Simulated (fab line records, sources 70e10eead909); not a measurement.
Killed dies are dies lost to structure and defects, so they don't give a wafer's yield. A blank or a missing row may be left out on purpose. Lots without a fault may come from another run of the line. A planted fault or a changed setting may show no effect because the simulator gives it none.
Tool commonality check | flow nand_harc | 13 lots, 39 wafers sampled

WHY IT WAS OPENED
At NHARC_A_ONON_D2_THK_MEAS_30 the reading thk_nm is flagged on 2 of 13 lots. Wafers without a fault read 1002 nm, standard deviation 9.7.
Rule: a lot is flagged when every wafer of it that has a number lies more than 4 standard deviations from that mean, or none has a number. The other lots count as sound.

lot  | measured     | on            | thk_nm (nm), wafer by wafer | flag
L939 | day 15 07:23 | film_metro-01 | 992 989 989                 |
L940 | day 15 07:24 | film_metro-02 | 798 797 798                 | FLAGGED
L941 | day 16 02:53 | film_metro-01 | 806 806 806                 | FLAGGED
L948 | day 19 08:12 | film_metro-01 | 1010 1011 1012              |
L951 | day 19 13:40 | film_metro-02 | 1002 1002 1001              |
L949 | day 19 13:43 | film_metro-02 | 1002 1001 1000              |
L950 | day 20 02:48 | film_metro-01 | 994 995 994                 |
L952 | day 20 03:09 | film_metro-01 | 1009 1010 1009              |
L953 | day 20 20:17 | film_metro-02 | 1015 1016 1016              |
L954 | day 21 09:11 | film_metro-01 | 986 984 985                 |
L955 | day 22 03:52 | film_metro-02 | 987 991 988                 |
L956 | day 22 07:37 | film_metro-02 | 992 991 992                 |
L957 | day 22 15:22 | film_metro-01 | 1002 1002 1003              |
The numbers of the flagged lots are 802 nm on average: -200 nm against the usual, or -21 standard deviations.

WHICH TOOL RAN EACH LOT
The record holds 2 process steps before the reading, out of a route of 1302 steps. In each cell: the tool, then ch and the chambers that the sampled wafers went through, then the start.
lot  | flag    | NHARC_A_DECK1_JOINT_ETCHBACK_07  | NHARC_A_ONON_D2_DEP_28
L939 |         | rie_si-04 ch 0,2,3, day 13 07:41 | pecvd_onon-04 ch 0, day 15 06:53
L940 | FLAGGED | rie_si-05 ch 0,3, day 13 07:40   | pecvd_onon-01 ch 0, day 15 06:53
L941 | FLAGGED | rie_si-04 ch 2,3, day 14 06:09   | pecvd_onon-01 ch 0, day 16 02:30
L948 |         | rie_si-05 ch 0,1,2, day 17 10:21 | pecvd_onon-04 ch 0, day 19 07:44
L951 |         | rie_si-04 ch 1,2,3, day 17 19:24 | pecvd_onon-03 ch 0, day 19 13:10
L949 |         | rie_si-04 ch 0,1,3, day 17 15:44 | pecvd_onon-04 ch 0, day 19 13:15
L950 |         | rie_si-04 ch 0,1,2, day 18 01:39 | pecvd_onon-04 ch 0, day 20 02:21
L952 |         | rie_si-05 ch 2,3, day 18 01:39   | pecvd_onon-04 ch 0, day 20 02:38
L953 |         | rie_si-04 ch 0,2,3, day 18 18:19 | pecvd_onon-03 ch 0, day 20 19:46
L954 |         | rie_si-05 ch 0,3, day 19 09:29   | pecvd_onon-03 ch 0, day 21 08:45
L955 |         | rie_si-05 ch 1,3, day 20 00:37   | pecvd_onon-03 ch 0, day 22 03:28
L956 |         | rie_si-01 ch 2,3, day 20 11:18   | pecvd_onon-01 ch 0, day 22 07:06
L957 |         | rie_si-05 ch 1,2,3, day 20 16:01 | pecvd_onon-01 ch 0, day 22 14:52
What these steps do:
- NHARC_A_DECK1_JOINT_ETCHBACK_07: etches the open film in HBr, target depth 105 nm, time 26.9 s.
- NHARC_A_ONON_D2_DEP_28: target thk 1000 nm.
- NHARC_A_ONON_D2_THK_MEAS_30: measures by ellipsometry.

FLAGGED OVER TOTAL, TOOL BY TOOL (the gauges that took the reading come last)
step                            | tool          | lots run | flagged | share of the flagged lots | sound lots run after its first flagged lot
NHARC_A_DECK1_JOINT_ETCHBACK_07 | rie_si-01     | 1        | 0       | none                      | -
NHARC_A_DECK1_JOINT_ETCHBACK_07 | rie_si-04     | 6        | 1       | some                      | 4 (L949,L951,L950,L953)
NHARC_A_DECK1_JOINT_ETCHBACK_07 | rie_si-05     | 6        | 1       | some                      | 5 (L948,L952,L954,L955,L957)
NHARC_A_ONON_D2_DEP_28          | pecvd_onon-01 | 4        | 2       | all                       | 2 (L956,L957)
NHARC_A_ONON_D2_DEP_28          | pecvd_onon-03 | 4        | 0       | none                      | -
NHARC_A_ONON_D2_DEP_28          | pecvd_onon-04 | 5        | 0       | none                      | -
NHARC_A_ONON_D2_THK_MEAS_30     | film_metro-01 | 7        | 1       | some                      | 5 (L948,L950,L952,L954,L957)
NHARC_A_ONON_D2_THK_MEAS_30     | film_metro-02 | 6        | 1       | some                      | 5 (L951,L949,L953,L955,L956)

WHAT THE TABLE ALLOWS
1 row of the table ran every flagged lot: pecvd_onon-01 at NHARC_A_ONON_D2_DEP_28.
- pecvd_onon-01 at NHARC_A_ONON_D2_DEP_28: 2 of its 4 lots flagged. Sound lots ran on it after the first flagged one (L956, L957), which a lasting fault on the whole tool wouldn't allow.
No row of the table ran every flagged lot and no sound lot after the first.

WHAT THE SIMULATOR HAD PUT IN
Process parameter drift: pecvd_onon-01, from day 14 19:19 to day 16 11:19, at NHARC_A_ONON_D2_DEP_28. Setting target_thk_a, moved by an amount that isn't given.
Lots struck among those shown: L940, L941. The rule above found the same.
